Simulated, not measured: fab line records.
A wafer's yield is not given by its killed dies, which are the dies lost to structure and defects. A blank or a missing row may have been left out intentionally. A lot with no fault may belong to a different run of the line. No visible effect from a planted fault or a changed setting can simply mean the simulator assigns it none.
Matching of chambers    flow nandHarc    3 sister chambers for NHARC_A_BONDPAD_DEP_00 on pecvd-01
The step deposits SiCN, target thk 250 nm. 3 wafers are shown with their chamber, then 9 later ones without.

== WAFERS PAIRED WITH THEIR CHAMBERS ==
wafer   chamber  heaterPowerW (W)
L086.5  1        430
L092.1  2        566
L092.5  0        718

== WAFERS WHOSE CHAMBER IS MISSING ==
wafer   heaterPowerW (W)
L090.1  634
L090.2  510
L090.3  653
L096.1  509
L096.3  502
L096.6  529
L097.1  482
L097.2  583
L097.5  721

== CHAMBER TAKEN BY EACH ==
wafer   from the rows above      in truth
L090.1  can't be placed: 2 or 0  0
L090.2  can't be placed: 2 or 1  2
L090.3  can't be placed: 0 or 2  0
L096.1  can't be placed: 2 or 1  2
L096.3  can't be placed: 2 or 1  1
L096.6  can't be placed: 2 or 1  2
L097.1  can't be placed: 1 or 2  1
L097.2  2                        2
L097.5  0                        0
Correct placement for 2 of the 9. Unplaceable from these rows: 7, with the true chamber sitting among the candidates in 7. Placed wrongly: 0.
How it was worked out, from the rows above alone: a wafer's distance from a chamber is the root of the sum, over the readings, of the square of ((its reading less the chamber's mean) divided by the reading's scatter). The wafer belongs to the nearest chamber; if the next one is less than 2 further off, it can't be placed. Each chamber's mean is taken over the wafers shown for it. The scatter: root of mean squared gap, hidden wafer to nearest shown wafer, with one shown wafer a chamber.
